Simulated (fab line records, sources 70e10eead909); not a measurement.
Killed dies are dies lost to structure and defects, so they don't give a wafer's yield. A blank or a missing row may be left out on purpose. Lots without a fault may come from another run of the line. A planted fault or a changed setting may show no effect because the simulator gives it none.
fab line records | flow nand_harc
record lots=13 wafers=39 last_day=24
route steps=1159 shown A_WL_FILL@816 END@1159
lots that met no fault: from a run of the same line without faults
start_h: hours from the record's first day to the start of the lot's first wafer shown | wait_h: hours since the lot's step before | " the same as in the row above | L1.1+2: a row that stands for several wafers | - no value, or no start given | * or withheld: withheld | < > ~ a bound
route shown NAME@n: a module of which the file shows steps, and the number in the route of the first | usual: mean/standard deviation of fault-free wafers | same: alike in all rows | chamber/n: place in a boat | sites: the reading at each site | _std_site: their standard deviation | _edge_site: outer sites' mean less inner sites' | radius_mm: how far each site lies from the wafer's centre | mask NAME#n: copy n | behind: the tool/chamber that last shaped the wafer | hold: why the lot was held/for how many hours/how that ended | device: the transistor (n, p or np) that didn't switch | end of line: the same wafers' tests at the end of the route | a step without rows: its recipe alone | killed: dies lost to structure and defects at the first sort, not the wafer's yield | map: a wafer's dies, x killed, . not, _ none there
set.NAME: the setting as run; set.NAME@STEP: as run at that earlier step | model.NAME: the simulator's own value behind a step, which no gauge read
steps of the route over a sample of lots; a table a step, a row a wafer
services: from which hour (start_h, from the record's first day; less than 0 if before it) a tool's chamber was out of use, for how many hours, and why
## steps
# step NHARC_A_WL_FILL_STRIP_27
# recipe power_w=1500 temp_c=250 time_s=20 chemistry=N2/H2
# usual drypump_motor_current_A=5.7/0.45 heater_power_w=323/18
# columns lot.wafer tool chamber start_h wait_h drypump_motor_current_A heater_power_w rf_hours_counter_h
L675.2 plasma_asher-01 0 351.10 0.2 5.9 307 21
L675.4 " 1 " " 5.2 316 -
L675.3 " 0 " " 5.9 301 -
L676.4 plasma_asher-01 1 353.99 0.1 5.2 323 -
L676.3 " 0 " " 5.9 304 -
L676.6 " 0 " " 5.9 310 -
L677.1 plasma_asher-02 0 354.05 0.2 5.4 311 57
L677.5 " 1 " " 6.3 368 -
L677.6 " 0 " " 5.4 312 -
L682.1 plasma_asher-01 0 367.82 0.2 5.9 299 31
L682.2 " 1 " " 5.2 314 31
L682.6 " 1 " " 5.2 329 -
L685.2 plasma_asher-01 1 406.27 0.1 5.2 325 43
L685.1 " 0 " " 5.9 312 43
L685.5 " 0 " " 5.9 297 -
L686.1 plasma_asher-01 1 409.35 0.1 5.2 327 45
L686.4 " 1 " " 5.2 321 -
L686.6 " 0 " " 5.9 303 -
L687.1 plasma_asher-02 1 409.37 0.2 6.3 353 13
L687.5 " 1 " " 6.4 350 -
L687.6 " 0 " " 5.4 305 -
L689.2 plasma_asher-02 0 413.45 0.7 5.4 317 14
L689.3 " 0 " " 5.4 312 -
L689.6 " 1 " " 6.3 345 -
L690.1 plasma_asher-01 0 423.79 0.1 5.9 309 46
L690.6 " 1 " " 5.2 324 -
L690.5 " 0 " " 5.9 305 -
L688.1 plasma_asher-02 0 424.80 0.3 5.4 319 20
L688.3 " 1 " " 6.4 348 -
L688.4 " 0 " " 5.4 317 -
L694.1 plasma_asher-01 0 450.41 0.1 5.9 305 55
L694.3 " 1 " " 5.2 331 -
L694.4 " 0 " " 5.9 312 -
L696.2 plasma_asher-02 1 467.87 0.2 6.3 348 40
L696.1 " 0 " " 5.4 314 40
L696.4 " 1 " " 6.3 343 -
L697.4 plasma_asher-02 0 479.72 0.1 5.4 312 -
L697.3 " 1 " " 6.3 352 -
L697.6 " 0 " " 5.4 311 -
# step NHARC_A_WL_FILL_ALD_10
# recipe target_thk_a=500 pulse_time_s=10 ald_cycles=500 temp_c=300 material=SiO2
# usual ald_cycles=500/0 heater_power_w=466/35 precursor_pulse_height_rel=1.000/0.019
# columns lot.wafer tool chamber start_h wait_h ald_cycles heater_power_w precursor_pulse_height_rel
L675.4 ald_hk-04 3 356.33 0.1 500 442 1.024
L675.3 " 0 " " 500 440 0.986
L675.2 " 1 " " 500 482 0.977
L676.4 ald_hk-02 1 356.84 0.6 500 493 0.999
L676.3 " 3 357.88 1.6 500 419 1.003
L676.6 " 1 358.92 2.7 500 490 0.990
L677.1 ald_hk-04 2 363.05 0.1 500 438 0.982
L677.5 " 2 365.10 2.1 500 454 1.005
L677.6 " 3 " " 500 439 1.007
L682.2 ald_hk-02 3 374.96 2.1 500 417 0.992
L682.1 " 0 " " 500 488 0.998
L682.6 " 0 377.54 4.7 500 486 1.000
L685.2 ald_hk-04 0 412.27 0.3 500 463 1.021
L685.1 " 2 413.30 1.3 500 438 1.021
L685.5 " 0 414.33 2.3 500 452 0.992
L687.1 ald_hk-04 3 415.88 3.9 500 427 0.994
L687.6 " 2 417.43 5.4 500 449 0.995
L687.5 " 3 " " 500 434 1.008
L686.1 ald_hk-03 3 416.83 4.8 500 468 0.977
L686.4 " 1 417.86 5.8 500 544 1.040
L686.6 " 3 418.88 6.9 500 469 1.020
L689.3 ald_hk-04 3 419.30 0.7 500 434 0.994
L689.2 " 1 420.33 1.7 500 462 1.000
L689.6 " 2 " " 500 438 1.024
L688.4 ald_hk-04 3 432.29 0.6 500 431 1.008
L688.1 " 0 " " 500 459 0.987
L688.3 " 1 " " 500 468 1.017
L690.1 ald_hk-03 0 433.51 1.8 500 488 0.985
L690.6 " 3 435.05 3.3 500 465 0.992
L690.5 " 0 " " 500 474 1.029
L694.1 ald_hk-02 1 455.88 0.1 500 474 0.984
L694.4 " 2 " " 500 558 0.967
L694.3 " 0 457.43 1.6 500 493 0.988
L696.1 ald_hk-02 1 473.63 0.6 500 500 1.004
L696.4 " 2 " " 500 509 1.038
L696.2 " 3 " " 500 461 1.015
L697.3 ald_hk-04 0 488.52 1.1 500 460 1.008
L697.4 " 1 " " 500 475 1.000
L697.6 " 2 " " 500 440 0.959
# step NHARC_A_WL_FILL_ETCHBACK_16
# recipe target_depth_a=880 time_s=17.6 c4f8_flow_sccm=withheld o2_flow_sccm=8 ar_flow_sccm=withheld rf_w=600 bias_w=800 chemistry=C4F8/O2/Ar
# usual oes_product_au=1.001/0.0098 rf_vpp_V=723/5
# columns lot.wafer tool chamber start_h wait_h oes_product_au rf_hours_counter_h rf_vpp_V
L675.2 rie_diel-11 2 - - 0.992 6 717
L675.4 " 3 " " 0.993 6 729
L675.3 " 1 " " 1.002 6 722
L676.4 rie_diel-04 2 - - 1.001 3 721
L676.3 " 3 " " 1.000 3 721
L676.6 " 0 " " 0.997 - 730
L677.1 rie_diel-04 2 - - 0.992 3 719
L677.5 " 0 " " 0.997 - 729
L677.6 " 1 " " 0.994 - 720
L682.1 rie_diel-04 0 - - 1.013 4 730
L682.2 " 2 " " 1.006 4 720
L682.6 " 1 " " 1.007 - 720
L685.1 rie_diel-10 1 - - 0.987 1 730
L685.2 " 2 " " 0.996 1 730
L685.5 " 1 " " 0.991 - 731
L687.1 rie_diel-11 0 - - 0.998 1 716
L687.5 " 2 " " 1.012 - 718
L687.6 " 3 " " 1.005 - 731
L686.1 rie_diel-11 3 - - 1.008 2 729
L686.4 " 0 " " 1.009 1 716
L686.6 " 1 " " 1.009 - 724
L689.2 rie_diel-10 3 - - 1.004 1 724
L689.3 " 1 " " 1.013 1 731
L689.6 " 0 " " 1.001 - 720
L688.4 rie_diel-04 1 - - 1.008 8 721
L688.1 " 2 " " 1.003 9 721
L688.3 " 3 " " 0.987 8 722
L690.1 rie_diel-04 0 - - 1.014 8 731
L690.5 " 1 " " 1.003 - 721
L690.6 " 2 " " 1.009 - 719
L694.3 rie_diel-11 0 - - 0.995 3 715
L694.1 " 2 " " 1.004 3 718
L694.4 " 2 " " 1.000 - 719
L696.1 rie_diel-04 2 - - 0.995 0 719
L696.2 " 0 " " 1.003 0 731
L696.4 " 1 " " 0.992 0 721
L697.3 rie_diel-04 1 - - 1.022 0 721
L697.4 " 3 " " 1.009 0 720
L697.6 " 1 " " 1.010 - 719
# step NHARC_A_WL_FILL_ALD_19
# recipe target_thk_a=20 pulse_time_s=3 ald_cycles=100 temp_c=450 material=TiN
# usual ald_cycles=100/0 heater_power_w=1076/84 precursor_pulse_height_rel=0.999/0.02
# columns lot.wafer tool chamber start_h wait_h ald_cycles heater_power_w precursor_pulse_height_rel
L675.3 ald_metal-04 0 366.46 0.1 100 1255 0.994
L675.4 " 1 " " 100 964 0.991
L675.2 " 3 " " 100 1058 1.013
L676.4 ald_metal-03 3 366.56 0.2 100 1062 1.026
L676.3 " 1 " " 100 978 0.994
L676.6 " 2 " " 100 1145 0.990
L677.1 ald_metal-03 0 373.53 0.2 100 1012 0.970
L677.6 " 1 " " 100 958 1.018
L677.5 " 2 " " 100 1184 0.972
L682.1 ald_metal-03 0 383.40 0.1 100 1010 0.997
L682.2 " 1 " " 100 983 0.984
L682.6 " 2 " " 100 1174 1.004
L685.2 ald_metal-02 0 422.73 0.1 100 1045 0.992
L685.1 " 1 " " 100 1000 0.991
L685.5 " 0 " " 100 1080 1.000
L687.1 ald_metal-02 0 425.60 0.1 100 1079 1.026
L687.5 " 0 " " 100 1076 1.009
L687.6 " 1 " " 100 1004 1.006
L686.4 ald_metal-04 2 425.62 0.1 100 1106 1.035
L686.1 " 0 " " 100 1241 1.008
L686.6 " 1 " " 100 975 0.987
L689.2 ald_metal-02 3 429.08 0.1 100 1079 1.006
L689.3 " 1 " " 49 1031 1.037
L689.6 " 2 " " 100 1055 0.972
L688.3 ald_metal-04 2 442.15 0.1 100 1097 1.002
L688.1 " 3 " " 100 1010 1.019
L688.4 " 0 " " 100 1239 1.025
L690.1 ald_metal-02 1 442.19 0.1 100 993 0.995
L690.5 " 3 " " 49 1074 0.990
L690.6 " 0 " " 100 1058 1.018
L694.1 ald_metal-02 0 466.18 0.1 100 1068 0.990
L694.3 " 2 " " 49 1054 1.007
L694.4 " 2 " " 100 1086 1.005
L696.1 ald_metal-04 1 483.62 0.1 100 974 0.965
L696.4 " 2 " " 100 1089 1.002
L696.2 " 3 " " 100 1042 1.003
L697.3 ald_metal-03 2 498.03 0.1 100 1173 1.016
L697.4 " 0 " " 100 1029 1.011
L697.6 " 1 " " 100 978 1.001
# step NHARC_END_SORT_01
# recipe temp_c=25
# usual killed_at_array=29/10 killed_at_other=0.7/1.1 killed_at_periphery=3.2/2.2 killed_dies=33/11 killed_open=3.5/1.8 killed_short=2.0/1.4
# same gross_dies=677
# columns lot.wafer tool chamber start_h wait_h killed_at_array killed_at_other killed_at_periphery killed_dies killed_open killed_short
L689.2 prober-01 0 522.38 2.8 18 0 3 21 2 4
L689.3 prober-01 0 523.19 3.1 674 1 2 677 8 0
L689.6 prober-01 0 525.61 4.0 13 3 2 18 2 0
L690.1 prober-02 0 542.14 2.5 38 0 1 39 2 0
L690.5 prober-02 0 545.36 3.7 673 0 4 677 1 1
L690.6 prober-02 0 546.16 4.0 42 0 7 49 9 2
L694.1 prober-02 0 566.50 2.5 47 0 1 48 3 1
L694.3 prober-02 0 568.08 3.1 674 2 1 677 3 2
L694.4 prober-02 0 568.87 3.4 32 2 1 35 2 3
# killed by level:class
L689.2 A_CONTACT:chamber_film_flake=6 A_SLIT:chamber_film_flake=4 P_M0:geometric_particle:short=1 A_CHANNEL_FILL_D1:geometric_particle:short=1 A_SGD_CUT:geometric_particle:open=1 A_WL_FILL:geometric_particle:short=1 A_CONTACT:geometric_particle:open=1 A_CONTACT:geometric_particle:short=1
L689.3 A_WL_FILL:area_ald=652 A_CHANNEL_HOLE_D1:chamber_film_flake=7 A_CONTACT:chamber_film_flake=3 A_CONTACT:geometric_particle:open=2 A_M1:geometric_particle:open=2 A_STAIRCASE:chamber_film_flake=2 A_SLIT:chamber_film_flake=2 A_WL_FILL:chamber_film_flake=2
L689.6 A_CONTACT:chamber_film_flake=5 A_CHANNEL_HOLE_D1:chamber_film_flake=4 THIN_TSV:chamber_film_flake=3 A_CHANNEL_HOLE_D1:geometric_particle:open=1 A_M0:geometric_particle:open=1 P_STI:chamber_film_flake=1 P_BONDPAD:chamber_film_flake=1 A_STAIRCASE:chamber_film_flake=1
L690.1 A_CHANNEL_HOLE_D1:chamber_film_flake=20 A_SLIT:chamber_film_flake=14 A_CHANNEL_HOLE_D1:geometric_particle:open=1 A_WL_FILL:geometric_particle:open=1 P_STI:chamber_film_flake=1 A_CHANNEL_FILL_D1:chamber_film_flake=1 A_WL_FILL:chamber_film_flake=1
L690.5 A_WL_FILL:area_ald=634 A_CHANNEL_HOLE_D1:chamber_film_flake=20 A_SLIT:chamber_film_flake=16 P_STI:chamber_film_flake=2 P_STI:geometric_particle:short=1 A_WL_FILL:geometric_particle:open=1 P_ZERO_WELL:chamber_film_flake=1 A_CHANNEL_FILL_D1:chamber_film_flake=1
L690.6 A_SLIT:chamber_film_flake=16 A_CHANNEL_HOLE_D1:chamber_film_flake=12 P_STI:chamber_film_flake=3 A_CHANNEL_FILL_D1:geometric_particle:open=2 A_CHANNEL_FILL_D1:chamber_film_flake=2 A_WL_FILL:chamber_film_flake=2 P_GATE:geometric_particle:open=1 P_CONTACT:geometric_particle:open=1
L694.1 A_SLIT:chamber_film_flake=18 A_CHANNEL_HOLE_D1:chamber_film_flake=17 A_ZERO_WELL:chamber_film_flake=4 A_STAIRCASE:chamber_film_flake=2 A_CONTACT:chamber_film_flake=2 A_ONON_D1:geometric_particle:short=1 A_WL_FILL:geometric_particle:open=1 A_CONTACT:geometric_particle:open=1
L694.3 A_WL_FILL:area_ald=645 A_CHANNEL_HOLE_D1:chamber_film_flake=11 A_SLIT:chamber_film_flake=8 A_CONTACT:geometric_particle:open=3 A_ZERO_WELL:chamber_film_flake=2 A_WL_FILL:chamber_film_flake=2 THIN_TSV:chamber_film_flake=2 A_SGD_CUT:geometric_particle:short=1
L694.4 A_SLIT:chamber_film_flake=18 A_CHANNEL_HOLE_D1:chamber_film_flake=7 THIN_TSV:chamber_film_flake=2 A_ONON_D1:geometric_particle:short=1 A_WL_FILL:geometric_particle:short=1 A_WL_FILL:geometric_particle:open=1 A_CONTACT:geometric_particle:open=1 A_M0:geometric_particle:short=1
## services
# columns tool chamber start_h hours kind
rie_diel-04 0 346.90 - clean
rie_diel-04 1 346.90 - clean
rie_diel-04 2 346.90 - clean
rie_diel-04 3 346.90 - clean
rie_diel-10 - 350.79 3.0 repair
plasma_asher-02 - 360.00 9.0 pm
ald_metal-02 - 364.00 10.0 pm
ald_metal-03 - 364.20 0.6 repair
rie_diel-11 - 366.63 9.0 pm
rie_diel-10 - 375.63 0.8 repair
ald_metal-04 - 390.74 2.7 repair
ald_metal-04 - 406.00 10.0 pm
ald_metal-02 - 409.27 1.3 repair
plasma_asher-01 - 411.55 8.2 repair
ald_metal-04 - 417.38 0.8 repair
ald_hk-02 - 427.00 3.7 repair
ald_hk-03 - 430.26 2.4 repair
ald_metal-04 1 435.85 26.4 repair
ald_metal-02 1 449.21 30.4 repair
plasma_asher-01 - 453.00 9.0 pm
rie_diel-11 1 457.94 9.7 repair
ald_hk-02 - 462.71 10.0 pm
rie_diel-04 - 465.90 9.0 pm
rie_diel-04 2 493.21 5.8 repair
## key
first_sign step=NHARC_A_WL_FILL_ALD_19 reading=ald_cycles direction=down sigmas=99+ usual=100 struck=49
effect step=NHARC_END_SORT_01 reading=killed_at_array direction=up sigmas=63 usual=29 struck=674
more_kills_born_at NHARC_A_WL_FILL_ALD_19@ald_metal-02=1931
met_at NHARC_A_WL_FILL_ALD_19
struck_lots L689,L690,L694
struck_wafers L689.3,L690.5,L694.3
later_rows_left_out L689.3,L690.5,L694.3
tester_left_out L689,L690,L694
not_acting_at NHARC_A_WL_FILL_STRIP_27,NHARC_A_WL_FILL_ALD_10,NHARC_A_WL_FILL_ETCHBACK_16
onset_between 425.60 429.08
fault kind=process_parameter_drift tool=ald_metal-02 chamber=- onset_h=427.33 steps=NHARC_A_WL_FILL_ALD_19 channel=ald_cycles offset=-51 shape=step end_h=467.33 scope=struck_wafers_only acts_in=these_recipes_only stated=100
# tester_left_out: of these lots the tester's yield and bins aren't shown, on N5 and GAA mostly nor the transistor test; their killed dies are dies lost to structure and defects alone, not to doping, threshold or leakage, so they don't give the yield
# later_rows_left_out: the simulator's readings of these wafers behind a module that went badly wrong aren't trusted and aren't shown, but for the sort
